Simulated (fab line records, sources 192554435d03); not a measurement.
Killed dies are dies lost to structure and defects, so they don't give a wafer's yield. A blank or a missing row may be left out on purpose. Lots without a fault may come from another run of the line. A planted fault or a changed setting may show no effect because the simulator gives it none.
fab line records | flow n5_finfet
record lots=24 wafers=72 last_day=17
route steps=1938 shown BEOL_M7@1264 BEOL_M8@1353
lots that met no fault: from a run of the same line without faults
start_h: hours from the record's first day to the start of the lot's first wafer shown | wait_h: hours since the lot's step before | " the same as in the row above | L1.1+2: a row that stands for several wafers | - no value, or no start given | * or withheld: withheld | < > ~ a bound
route shown NAME@n: a module of which the file shows steps, and the number in the route of the first | usual: mean/standard deviation of fault-free wafers | same: alike in all rows | chamber/n: place in a boat | sites: the reading at each site | _std_site: their standard deviation | _edge_site: outer sites' mean less inner sites' | radius_mm: how far each site lies from the wafer's centre | mask NAME#n: copy n | behind: the tool/chamber that last shaped the wafer | hold: why the lot was held/for how many hours/how that ended | device: the transistor (n, p or np) that didn't switch | end of line: the same wafers' tests at the end of the route | a step without rows: its recipe alone | killed: dies lost to structure and defects at the first sort, not the wafer's yield | map: a wafer's dies, x killed, . not, _ none there
set.NAME: the setting as run; set.NAME@STEP: as run at that earlier step | model.NAME: the simulator's own value behind a step, which no gauge read
steps of the route over a sample of lots; a table a step, a row a wafer
services: from which hour (start_h, from the record's first day; less than 0 if before it) a tool's chamber was out of use, for how many hours, and why
## steps
# step N5_BEOL_M7_CURE_74
# recipe temp_c=385 time_s=240 ambient=He/Ar material=SiCOH_lowk
# usual lamp_power_pct=52.32/0.054 wafer_temp_C_max=386.5/0.59
# columns lot.wafer tool chamber start_h wait_h lamp_power_pct wafer_temp_C_max
L074.3 uv_cure-03 2 182.47 0.2 52.33 386.0
L074.4 " 2 " " 52.23 385.9
L074.5 " 2 " " 52.32 386.1
L075.2 uv_cure-03 2 187.18 0.1 52.33 386.0
L075.4 " 2 " " 52.30 386.4
L075.6 " 2 " " 52.31 386.3
L077.1 uv_cure-02 0 196.60 0.2 52.34 386.1
L077.2 " 0 " " 52.35 386.1
L077.5 " 0 " " 52.32 386.2
L076.2 uv_cure-03 2 200.31 0.3 52.32 385.8
L076.5 " 2 " " 52.38 385.8
L076.6 " 2 " " 52.33 386.0
L078.1 uv_cure-02 2 200.57 0.0 52.34 386.5
L078.2 " 2 " " 52.31 386.1
L078.6 " 2 " " 52.37 386.4
L080.1 uv_cure-02 1 208.43 0.0 52.37 386.5
L080.3 " 1 " " 52.36 386.8
L080.5 " 1 " " 52.31 386.7
L079.1 uv_cure-02 2 215.36 0.2 52.38 387.0
L079.4 " 2 " " 52.22 386.5
L079.5 " 2 " " 52.36 386.8
L081.2 uv_cure-03 1 233.64 0.1 52.31 386.0
L081.4 " 1 " " 52.23 386.3
L081.6 " 1 " " 52.41 386.4
L082.1 uv_cure-02 1 233.98 0.2 52.34 386.4
L082.2 " 1 " " 52.29 386.4
L082.6 " 1 " " 52.31 386.2
L083.3 uv_cure-02 1 239.56 0.2 52.26 386.5
L083.5 " 1 " " 52.39 386.4
L083.6 " 1 " " 52.31 386.0
L084.2 uv_cure-03 0 250.67 0.4 52.31 386.2
L084.3 " 0 " " 52.32 386.2
L084.6 " 0 " " 52.34 385.8
L085.1 uv_cure-02 1 251.19 0.0 52.35 386.0
L085.3 " 1 " " 52.35 386.1
L085.6 " 1 " " 52.28 386.4
L086.1 uv_cure-01 1 257.80 0.0 52.40 387.0
L086.2 " 1 " " 52.36 388.0
L086.5 " 1 " " 52.29 387.8
L087.1 uv_cure-01 0 263.94 0.2 52.30 387.0
L087.4 " 0 " " 52.25 387.0
L087.6 " 0 " " 52.25 386.8
L089.2 uv_cure-03 0 267.22 0.2 52.35 386.2
L089.5 " 0 " " 52.45 385.6
L089.6 " 0 " " 52.32 386.1
L088.1 uv_cure-02 1 275.62 0.0 52.42 386.4
L088.3 " 1 " " 52.48 386.7
L088.6 " 1 " " 52.32 386.5
L090.2 uv_cure-03 2 282.51 0.1 52.30 386.3
L090.5 " 2 " " 52.34 386.8
L090.6 " 2 " " 52.24 386.5
L091.4 uv_cure-01 2 283.55 0.3 52.38 388.0
L091.5 " 2 " " 52.33 387.3
L091.6 " 2 " " 52.31 387.5
L092.2 uv_cure-03 2 300.36 0.1 52.32 386.3
L092.3 " 2 " " 52.35 385.9
L092.5 " 2 " " 52.39 386.0
L093.3 uv_cure-01 2 303.07 0.2 52.32 387.8
L093.5 " 2 " " 52.32 388.1
L093.6 " 2 " " 52.42 387.4
L094.1 uv_cure-03 0 304.99 0.0 52.28 386.0
L094.3 " 0 " " 52.19 386.0
L094.5 " 0 " " 52.34 386.1
L095.3 uv_cure-02 0 324.59 0.2 52.34 386.0
L095.4 " 0 " " 52.31 386.2
L095.5 " 0 " " 52.29 386.1
L096.3 uv_cure-01 2 324.93 0.2 52.31 387.1
L096.5 " 2 " " 52.31 387.7
L096.6 " 2 " " 52.23 387.3
L097.1 uv_cure-02 2 326.37 0.0 52.37 386.8
L097.2 " 2 " " 52.25 386.8
L097.6 " 2 " " 52.29 386.3
# step N5_BEOL_M7_OVL_MEAS_12
# recipe points_per_wafer=44
# usual M7_OVL=-0.2/0.73
# columns lot.wafer tool chamber start_h wait_h M7_OVL[nm]
L074.3 overlay-01 0 183.50 0.0 1.2
L074.4 " 0 " " -0.4
L074.5 " 0 " " 0.6
L075.2 overlay-01 0 189.31 0.0 0.0
L075.4 " 0 " " -0.9
L075.6 " 0 " " 0.6
L077.1 overlay-02 0 198.61 0.0 -0.2
L077.2 " 0 " " -1.2
L077.5 " 0 " " -0.8
L076.2 overlay-01 0 202.10 0.0 -0.4
L076.5 " 0 " " 0.1
L076.6 " 0 " " -0.3
L078.1 overlay-02 0 202.27 0.0 -0.1
L078.2 " 0 " " 0.2
L078.6 " 0 " " 0.0
L080.1 overlay-01 0 210.78 0.0 0.3
L080.3 " 0 " " 1.0
L080.5 " 0 " " 0.1
L079.1 overlay-01 0 218.04 0.0 -1.2
L079.4 " 0 " " -1.3
L079.5 " 0 " " -1.2
L081.2 overlay-01 0 235.11 0.0 -0.1
L081.4 " 0 " " -1.4
L081.6 " 0 " " -0.2
L082.1 overlay-01 0 235.28 0.0 -1.0
L082.2 " 0 " " -0.5
L082.6 " 0 " " -0.6
L083.3 overlay-02 0 240.91 0.0 -1.0
L083.5 " 0 " " -1.0
L083.6 " 0 " " -0.3
L084.2 overlay-02 0 254.66 0.0 -0.9
L084.3 " 0 " " -1.4
L084.6 " 0 " " -2.0
L085.1 overlay-02 0 255.19 0.0 0.3
L085.3 " 0 " " 0.3
L085.6 " 0 " " -0.1
L086.1 overlay-01 0 259.03 0.0 0.5
L086.2 " 0 " " 0.0
L086.5 " 0 " " 0.1
L087.1 overlay-01 0 266.43 0.0 -0.8
L087.4 " 0 " " -0.2
L087.6 " 0 " " -0.2
L089.2 overlay-02 0 269.87 0.0 0.0
L089.5 " 0 " " -0.6
L089.6 " 0 " " 0.4
L088.1 overlay-01 0 276.93 0.0 0.0
L088.3 " 0 " " -1.2
L088.6 " 0 " " -0.4
L090.2 overlay-01 0 284.03 0.0 0.3
L090.5 " 0 " " 0.7
L090.6 " 0 " " 0.6
L091.4 overlay-01 0 285.24 0.0 -0.2
L091.5 " 0 " " -1.2
L091.6 " 0 " " -0.9
L092.2 overlay-01 0 302.89 0.0 0.5
L092.3 " 0 " " 0.6
L092.5 " 0 " " 0.5
L093.3 overlay-01 0 304.45 0.0 -0.9
L093.5 " 0 " " -0.4
L093.6 " 0 " " -1.8
L094.1 overlay-02 0 307.33 0.0 0.8
L094.3 " 0 " " 1.2
L094.5 " 0 " " 1.2
L095.3 overlay-01 0 325.56 0.0 0.5
L095.4 " 0 " " 1.0
L095.5 " 0 " " 0.4
L096.3 overlay-01 0 325.91 0.0 0.1
L096.5 " 0 " " 0.6
L096.6 " 0 " " 0.6
L097.1 overlay-01 0 327.67 0.0 -1.5
L097.2 " 0 " " 0.2
L097.6 " 0 " " -0.4
# step N5_BEOL_M7_CD_MEAS_18
# recipe pitch_nm=80 target_cd_nm=40
# usual cd_nm=40.2/0.68
# columns lot.wafer tool chamber start_h wait_h cd_nm
L074.3 cd_sem-01 - 184.18 0.1 40.4
L074.4 " - " " 39.4
L074.5 " - " " 39.0
L075.2 cd_sem-01 - 189.93 0.1 41.2
L075.4 " - " " 40.0
L075.6 " - " " 39.0
L077.1 cd_sem-02 - 199.24 0.0 39.3
L077.2 " - " " 39.0
L077.5 " - " " 39.6
L076.2 cd_sem-01 - 202.76 0.1 40.6
L076.5 " - " " 39.3
L076.6 " - " " 39.9
L078.1 cd_sem-02 - 202.82 0.1 40.4
L078.2 " - " " 41.0
L078.6 " - " " 40.6
L080.1 cd_sem-02 - 211.44 0.0 40.7
L080.3 " - " " 40.5
L080.5 " - " " 40.7
L079.1 cd_sem-01 - 218.56 0.0 39.3
L079.4 " - " " 40.1
L079.5 " - " " 40.1
L081.2 cd_sem-02 - 235.67 0.1 41.0
L081.4 " - " " 40.2
L081.6 " - " " 40.6
L082.1 cd_sem-03 - 235.80 0.0 40.2
L082.2 " - " " 39.6
L082.6 " - " " 40.2
L083.3 cd_sem-02 - 241.44 0.1 39.5
L083.5 " - " " 39.2
L083.6 " - " " 40.3
L084.2 cd_sem-02 - 255.26 0.1 39.9
L084.3 " - " " 41.4
L084.6 " - " " 39.0
L085.1 cd_sem-02 - 255.74 0.0 40.2
L085.3 " - " " 39.9
L085.6 " - " " 40.1
L086.1 cd_sem-01 - 259.55 0.0 40.1
L086.2 " - " " 40.7
L086.5 " - " " 40.5
L087.1 cd_sem-02 - 267.16 0.1 40.3
L087.4 " - " " 39.1
L087.6 " - " " 39.7
L089.2 cd_sem-02 - 270.50 0.1 39.9
L089.5 " - " " 40.4
L089.6 " - " " 39.9
L088.1 cd_sem-01 - 277.45 0.0 39.8
L088.3 " - " " 40.1
L088.6 " - " " 40.4
L090.2 cd_sem-03 - 284.64 0.1 40.3
L090.5 " - " " 40.1
L090.6 " - " " 39.5
L091.4 cd_sem-03 - 285.80 0.1 40.1
L091.5 " - " " 40.7
L091.6 " - " " 40.2
L092.2 cd_sem-02 - 303.78 0.1 41.3
L092.3 " - " " 41.1
L092.5 " - " " 42.7
L093.3 cd_sem-03 - 305.14 0.1 41.1
L093.5 " - " " 40.7
L093.6 " - " " 40.4
L094.1 cd_sem-03 - 308.13 0.0 39.5
L094.3 " - " " 40.5
L094.5 " - " " 39.8
L095.3 cd_sem-01 - 326.19 0.1 41.0
L095.4 " - " " 39.8
L095.5 " - " " 39.8
L096.3 cd_sem-03 - 326.49 0.1 39.6
L096.5 " - " " 39.7
L096.6 " - " " 39.4
L097.1 cd_sem-01 - 328.46 0.0 40.2
L097.2 " - " " 40.4
L097.6 " - " " 40.1
# step N5_BEOL_M7_CD_MEAS_35
# recipe target_cd_nm=40 polarity=opening
# usual cd_nm=40.2/0.71
# columns lot.wafer tool chamber start_h wait_h cd_nm
L074.3 cd_sem-02 - 186.17 0.0 40.5
L074.4 " - " " 39.4
L074.5 " - " " 39.1
L075.2 cd_sem-01 - 192.64 0.0 40.9
L075.4 " - " " 39.7
L075.6 " - " " 39.1
L077.1 cd_sem-03 - 201.38 0.0 39.0
L077.2 " - " " 39.3
L077.5 " - " " 39.6
L078.1 cd_sem-01 - 205.05 0.0 40.3
L078.2 " - " " 41.1
L078.6 " - " " 40.5
L076.2 cd_sem-03 - 205.47 0.0 40.8
L076.5 " - " " 39.5
L076.6 " - " " 39.2
L080.1 cd_sem-03 - 213.55 0.0 40.2
L080.3 " - " " 40.5
L080.5 " - " " 40.6
L079.1 cd_sem-01 - 220.24 0.0 39.4
L079.4 " - " " 40.3
L079.5 " - " " 40.2
L081.2 cd_sem-03 - 238.55 0.0 41.4
L081.4 " - " " 40.2
L081.6 " - " " 40.8
L082.1 cd_sem-01 - 238.56 0.0 39.8
L082.2 " - " " 39.8
L082.6 " - " " 39.9
L083.3 cd_sem-03 - 242.92 0.0 39.3
L083.5 " - " " 39.3
L083.6 " - " " 40.4
L084.2 cd_sem-01 - 256.63 0.0 39.8
L084.3 " - " " 41.8
L084.6 " - " " 38.8
L085.1 cd_sem-01 - 257.25 0.0 39.9
L085.3 " - " " 40.3
L085.6 " - " " 40.1
L086.1 cd_sem-02 - 260.64 0.0 39.6
L086.2 " - " " 40.5
L086.5 " - " " 40.2
L087.1 cd_sem-01 - 269.31 0.0 40.5
L087.4 " - " " 38.8
L087.6 " - " " 40.0
L089.2 cd_sem-01 - 272.94 0.0 39.5
L089.5 " - " " 40.0
L089.6 " - " " 39.7
L088.1 cd_sem-02 - 279.15 0.0 39.9
L088.3 " - " " 40.1
L088.6 " - " " 40.5
L090.2 cd_sem-01 - 285.68 0.0 40.7
L090.5 " - " " 39.6
L090.6 " - " " 39.7
L091.4 cd_sem-01 - 287.77 0.0 40.3
L091.5 " - " " 41.0
L091.6 " - " " 40.5
L092.2 cd_sem-02 - 305.34 0.0 41.2
L092.3 " - " " 41.3
L092.5 " - " " 42.3
L093.3 cd_sem-02 - 306.73 0.0 41.6
L093.5 " - " " 40.9
L093.6 " - " " 40.6
L094.1 cd_sem-02 - 309.89 0.0 39.7
L094.3 " - " " 40.3
L094.5 " - " " 39.9
L095.3 cd_sem-03 - 327.52 0.0 41.1
L095.4 " - " " 39.8
L095.5 " - " " 40.1
L096.3 cd_sem-03 - 328.04 0.0 39.3
L096.5 " - " " 40.3
L096.6 " - " " 40.1
L097.1 cd_sem-01 - 330.91 0.0 39.5
L097.2 " - " " 40.4
L097.6 " - " " 40.1
# step N5_BEOL_M8_HM_OPEN_17
# recipe chemistry=Cl2/BCl3 target_depth_a=200 overetch_a=60 target=TiN mask_material=SOC ion_energy_ev=150 pressure_mtorr=10 icp_w=1000 bias_w=126 Cl2_flow_sccm=53.25 bcl3_flow_sccm=21.75 Ar_flow_sccm=25
# usual drypump_motor_current_A=5.6/0.41 he_backside_leak_sccm=3.5/0.35 oes_ar_750_au=0.77/0.051 oes_product_au=0.67/0.053 rf_fwd_power_W=994/3.4 throttle_valve_pct=22.07/0.15
# columns lot.wafer tool chamber start_h wait_h drypump_motor_current_A he_backside_leak_sccm oes_ar_750_au oes_product_au rf_fwd_power_W rf_hours_counter_h throttle_valve_pct
L074.3 rie_metal-01 0 191.01 0.1 5.9 3.4 0.79 0.67 998 - 21.86
L074.4 " 1 " " 5.2 3.5 0.89 0.79 996 - 21.94
L074.5 " 1 " " 5.2 3.6 0.89 0.79 996 - 21.95
L075.2 rie_metal-01 1 198.47 0.0 5.1 3.6 0.88 0.80 997 4 21.93
L075.4 " 0 " " 5.9 3.6 0.78 0.68 998 - 21.87
L075.6 " 1 " " 5.2 3.4 0.89 0.80 1000 - 21.94
L077.1 rie_metal-03 1 206.26 0.0 5.7 3.5 0.80 0.64 992 41 22.17
L077.2 " 0 " " 5.2 3.2 0.81 0.72 993 13 22.12
L077.5 " 1 " " 5.7 3.5 0.79 0.64 992 - 22.19
L078.1 rie_metal-02 1 209.70 0.0 5.2 3.9 0.71 0.65 994 48 21.96
L078.2 " 0 " " 6.2 3.1 0.77 0.63 996 64 22.30
L078.6 " 1 " " 5.1 3.9 0.71 0.64 996 - 21.98
L076.2 rie_metal-01 1 211.59 0.0 5.2 3.3 0.88 0.79 995 5 21.94
L076.5 " 0 " " 5.9 3.7 0.79 0.67 996 - 21.88
L076.6 " 1 " " 5.2 3.6 0.87 0.78 993 - 21.93
L080.1 rie_metal-02 1 217.93 0.0 5.1 3.6 0.71 0.64 996 49 21.95
L080.3 " 0 " " 6.2 3.2 0.76 0.63 994 - 22.31
L080.5 " 0 " " 6.2 3.2 0.76 0.63 993 - 22.30
L079.1 rie_metal-02 1 226.28 0.0 5.1 3.7 0.71 0.65 998 50 21.97
L079.4 " 1 " " 5.2 3.7 0.70 0.64 994 - 21.97
L079.5 " 1 " " 5.2 3.4 0.70 0.65 993 - 21.95
L082.1 rie_metal-03 0 243.80 0.0 5.2 3.1 0.80 0.73 998 17 22.11
L082.2 " 1 " " 5.7 3.5 0.78 0.64 997 45 22.18
L082.6 " 0 " " 5.2 3.0 0.80 0.71 996 - 22.12
L081.2 rie_metal-01 1 244.94 0.0 5.2 3.4 0.85 0.75 990 8 21.97
L081.4 " 0 " " 5.9 3.7 0.77 0.66 995 - 21.91
L081.6 " 0 " " 5.9 3.5 0.77 0.66 999 - 21.90
L083.3 rie_metal-01 1 249.81 0.1 5.2 3.3 0.85 0.75 999 - 21.96
L083.5 " 1 " " 5.2 3.6 0.85 0.76 996 - 21.96
L083.6 " 0 " " 5.9 3.7 0.77 0.67 995 - 21.89
L084.2 rie_metal-03 0 261.62 0.0 5.2 3.0 0.80 0.72 990 17 22.09
L084.3 " 1 " " 5.7 3.6 0.78 0.63 990 - 22.19
L084.6 " 0 " " 5.2 3.2 0.79 0.73 991 - 22.12
L085.1 rie_metal-03 1 263.27 0.0 5.7 3.4 0.78 0.64 992 45 22.18
L085.3 " 1 " " 5.7 3.7 0.78 0.64 987 - 22.17
L085.6 " 1 " " 5.7 3.6 0.79 0.64 993 - 22.16
L086.1 rie_metal-02 0 264.78 0.0 6.2 3.3 0.75 0.61 993 70 22.32
L086.2 " 1 " " 5.1 3.6 0.70 0.64 993 55 21.96
L086.5 " 0 " " 6.2 3.3 0.75 0.62 995 - 22.33
L087.1 rie_metal-01 1 276.70 0.0 5.2 3.4 0.84 0.74 997 12 21.97
L087.4 " 1 " " 5.2 3.2 0.84 0.73 995 - 21.98
L087.6 " 1 " " 5.1 3.6 0.84 0.74 994 - 21.95
L089.2 rie_metal-02 0 277.57 0.0 6.2 3.5 0.75 0.62 989 71 22.34
L089.5 " 1 " " 5.2 3.7 0.69 0.62 996 - 22.00
L089.6 " 0 " " 6.2 3.4 0.75 0.60 985 - 22.35
L088.1 rie_metal-03 0 285.38 0.0 5.2 3.0 0.79 0.71 997 19 22.11
L088.3 " 1 " " 5.7 4.1 0.78 0.64 986 - 22.17
L088.6 " 0 " " 5.2 3.3 0.79 0.71 997 - 22.13
L090.2 rie_metal-03 1 294.01 0.0 5.7 3.5 0.78 0.63 993 47 22.18
L090.5 " 1 " " 5.7 3.5 0.78 0.64 989 - 22.15
L090.6 " 0 " " 5.2 3.1 0.79 0.72 997 - 22.10
L091.4 rie_metal-01 1 294.15 0.1 5.2 3.5 0.82 0.73 994 - 21.98
L091.5 " 1 " " 5.2 3.6 0.83 0.74 995 - 21.97
L091.6 " 0 " " 5.9 3.6 0.75 0.65 993 - 21.91
L092.2 rie_metal-03 0 311.17 0.0 5.2 3.0 0.78 0.72 997 21 22.11
L092.3 " 0 " " 5.2 3.1 0.79 0.71 999 - 22.09
L092.5 " 1 " " 5.7 3.4 0.78 0.63 987 - 22.17
L093.3 rie_metal-02 1 311.46 0.1 5.2 3.4 0.69 0.63 995 - 21.98
L093.5 " 1 " " 5.2 3.5 0.69 0.63 995 - 22.00
L093.6 " 0 " " 6.2 3.2 0.73 0.62 992 - 22.33
L094.1 rie_metal-01 1 315.21 0.0 5.2 3.3 0.81 0.72 999 16 21.98
L094.3 " 1 " " 5.2 3.5 0.82 0.72 995 - 21.98
L094.5 " 0 " " 5.9 3.7 0.76 0.64 996 - 21.92
L095.3 rie_metal-01 1 333.27 0.1 5.2 3.1 0.81 0.73 994 - 21.96
L095.4 " 0 " " 5.9 3.7 0.75 0.65 994 - 21.89
L095.5 " 0 " " 5.9 3.6 0.75 0.65 998 - 21.90
L096.3 rie_metal-02 1 335.75 0.1 5.2 3.5 0.68 0.62 1000 - 21.99
L096.5 " 1 " " 5.2 3.8 0.67 0.62 1000 - 22.01
L096.6 " 0 " " 6.2 3.4 0.73 0.59 992 - 22.38
L097.1 rie_metal-02 0 335.98 0.0 6.2 3.5 0.74 0.61 982 78 22.35
L097.2 " 1 " " 5.1 4.0 0.68 0.62 997 62 22.01
L097.6 " 1 " " 5.1 3.8 0.68 0.62 996 - 21.99
# step N5_BEOL_M8_STRIP_19
# recipe chemistry=O2 power_w=400 temp_c=40 pressure_mtorr=30 rf_frequency_hz=6e+07 bias_power_w=0 overash_fraction=0.2 o2_flow_sccm=225
# usual drypump_motor_current_A=5.4/0.54 oes_product_au=0.80/0.097 rf_vpp_V=3.6/0.55 showerhead_plenum_p_Torr=2.07/0.077 throttle_valve_pct=16.59/0.23
# columns lot.wafer tool chamber start_h wait_h drypump_motor_current_A oes_product_au rf_hours_counter_h rf_vpp_V showerhead_plenum_p_Torr throttle_valve_pct
L074.3 rie_diel-01 1 191.09 0.1 4.7 0.71 200 3.4 2.16 16.78
L074.4 " 3 " " 4.9 0.67 248 3.7 2.08 16.68
L074.5 " 0 " " 4.9 0.92 - 3.0 2.05 16.43
L075.2 rie_diel-01 0 198.59 0.1 4.9 0.94 16 3.5 2.05 16.42
L075.4 " 1 " " 4.7 0.72 - 4.0 2.16 16.79
L075.6 " 0 " " 4.9 0.93 - 3.3 2.05 16.43
L077.1 rie_diel-05 3 206.37 0.1 4.9 0.72 196 3.8 2.01 16.90
L077.2 " 1 " " 6.4 0.72 180 3.0 2.00 16.69
L077.5 " 0 " " 5.9 0.91 - 3.4 2.04 16.19
L078.1 rie_diel-05 0 209.81 0.1 5.9 0.91 21 4.1 2.04 16.18
L078.2 " 2 " " 5.2 0.82 77 3.9 2.13 16.37
L078.6 " 2 " " 5.2 0.83 - 3.9 2.13 16.36
L076.2 rie_diel-05 0 211.70 0.1 5.9 0.90 22 3.7 2.04 16.19
L076.5 " 3 " " 4.9 0.72 - 2.5 2.01 16.90
L076.6 " 0 " " 5.9 0.90 - 3.4 2.04 16.18
L080.1 rie_diel-05 0 218.04 0.1 5.9 0.89 24 3.7 2.04 16.20
L080.3 " 2 " " 5.2 0.82 80 2.8 2.13 16.36
L080.5 " 2 " " 5.2 0.82 - 3.8 2.13 16.35
L079.1 rie_diel-05 2 226.39 0.1 5.2 0.82 82 4.1 2.13 16.35
L079.4 " 1 " " 6.3 0.71 187 2.8 2.00 16.72
L079.5 " 3 " " 4.9 0.72 - 2.9 2.01 16.89
L082.1 rie_diel-05 3 244.13 0.3 4.9 0.72 209 3.9 2.01 16.91
L082.2 " 0 " " 5.9 0.89 33 4.6 2.03 16.20
L082.6 " 2 " " 5.2 0.81 - 3.8 2.13 16.39
L081.2 rie_diel-04 0 245.08 0.1 5.5 0.94 13 3.4 2.03 16.53
L081.4 " 3 " " 4.8 0.67 228 3.9 2.14 16.93
L081.6 " 0 " " 5.5 0.94 - 3.8 2.03 16.53
L083.3 rie_diel-04 1 249.89 0.1 5.3 0.91 27 3.6 2.25 16.49
L083.5 " 0 " " 5.4 0.94 - 3.8 2.03 16.53
L083.6 " 3 " " 4.9 0.68 - 3.4 2.14 16.93
L084.2 rie_diel-01 1 261.75 0.1 4.7 0.70 230 3.8 2.15 16.84
L084.3 " 2 " " 6.3 0.93 12 2.9 2.04 16.35
L084.6 " 0 " " 4.9 0.88 - 3.6 2.04 16.47
L085.1 rie_diel-04 1 263.50 0.2 5.3 0.89 32 3.6 2.24 16.52
L085.3 " 3 " " 4.9 0.67 234 3.4 2.14 16.94
L085.6 " 2 " " 5.3 0.69 - 4.6 2.02 16.73
L086.1 rie_diel-01 1 264.94 0.1 4.7 0.71 231 3.3 2.15 16.84
L086.2 " 0 " " 4.9 0.88 44 3.2 2.04 16.49
L086.5 " 3 " " 4.9 0.94 - 3.0 2.07 16.31
L087.1 rie_diel-01 2 276.81 0.1 6.3 0.94 17 3.1 2.04 16.40
L087.4 " 0 " " 4.9 0.86 47 4.3 2.04 16.50
L087.6 " 2 " " 6.3 0.93 - 4.4 2.04 16.40
L089.2 rie_diel-05 1 277.82 0.2 6.5 0.72 198 3.5 1.99 16.74
L089.5 " 2 " " 5.2 0.80 - 3.0 2.12 16.41
L089.6 " 3 " " 4.9 0.70 - 4.2 2.00 16.93
L088.1 rie_diel-01 0 285.51 0.1 4.9 0.86 51 3.1 2.04 16.48
L088.3 " 1 " " 4.7 0.70 238 3.8 2.15 16.85
L088.6 " 0 " " 4.9 0.85 - 4.6 2.04 16.50
L090.2 rie_diel-04 3 294.29 0.2 4.8 0.66 248 4.2 2.13 16.97
L090.5 " 1 " " 5.3 0.86 - 3.3 2.24 16.52
L090.6 " 2 " " 5.3 0.68 - 3.2 2.02 16.73
L091.4 rie_diel-04 1 294.33 0.1 5.3 0.87 45 3.9 2.24 16.53
L091.5 " 1 " " 5.4 0.87 - 3.3 2.24 16.53
L091.6 " 2 " " 5.3 0.67 - 3.2 2.02 16.74
L092.2 rie_diel-04 1 311.30 0.1 5.3 0.85 53 4.2 2.24 16.54
L092.3 " 2 " " 5.3 0.67 247 4.3 2.02 16.79
L092.5 " 0 " " 5.5 0.89 - 3.5 2.02 16.57
L093.3 rie_diel-04 0 311.54 0.1 5.5 0.89 39 4.7 2.02 16.58
L093.5 " 2 " " 5.3 0.67 - 3.3 2.02 16.75
L093.6 " 0 " " 5.5 0.88 - 3.5 2.02 16.59
L094.1 rie_diel-05 3 315.32 0.1 4.9 0.70 234 2.8 2.00 16.97
L094.3 " 0 " " 5.9 0.84 58 3.8 2.03 16.26
L094.5 " 3 " " 4.8 0.70 - 4.2 2.00 16.95
L095.3 rie_diel-05 0 333.36 0.1 5.9 0.83 66 2.7 2.02 16.25
L095.4 " 2 " " 5.2 0.79 112 2.6 2.12 16.41
L095.5 " 1 " " 6.4 0.70 - 3.8 1.99 16.77
L096.3 rie_diel-05 1 335.90 0.1 6.4 0.70 215 3.7 1.99 16.76
L096.5 " 1 " " 6.4 0.70 - 3.4 1.99 16.77
L096.6 " 2 " " 5.2 0.78 - 2.9 2.12 16.41
L097.1 rie_diel-04 3 336.09 0.1 4.9 0.94 7 4.1 2.13 16.48
L097.2 " 0 " " 5.5 0.86 50 3.2 2.01 16.60
L097.6 " 1 " " 5.3 0.83 - 3.1 2.23 16.56
## services
# columns tool chamber start_h hours kind
rie_diel-04 1 165.36 - clean
rie_metal-03 - 169.47 2.0 repair
rie_metal-02 - 170.17 0.7 repair
rie_metal-02 0 186.25 6.2 repair
uv_cure-03 - 190.66 8.8 repair
uv_cure-02 - 209.39 2.8 pm
uv_cure-01 - 211.51 7.5 pm
uv_cure-02 - 236.62 2.6 repair
uv_cure-03 - 240.20 2.1 pm
rie_diel-04 - 240.99 2.6 repair
rie_metal-01 - 242.11 2.8 pm
rie_metal-03 - 244.88 15.6 pm
uv_cure-01 - 245.37 5.4 repair
rie_diel-05 1 254.24 8.0 repair
rie_metal-02 - 268.80 1.4 pm
rie_diel-01 0 269.87 1.4 repair
uv_cure-03 - 270.87 6.0 pm
rie_metal-03 - 275.15 2.8 pm
rie_diel-05 - 282.41 10.9 repair
uv_cure-01 - 294.39 2.1 pm
rie_diel-05 2 299.44 23.6 repair
uv_cure-02 - 310.58 0.2 repair
rie_diel-05 1 319.97 6.9 repair
rie_diel-04 2 320.59 4.6 repair
## key
fault none
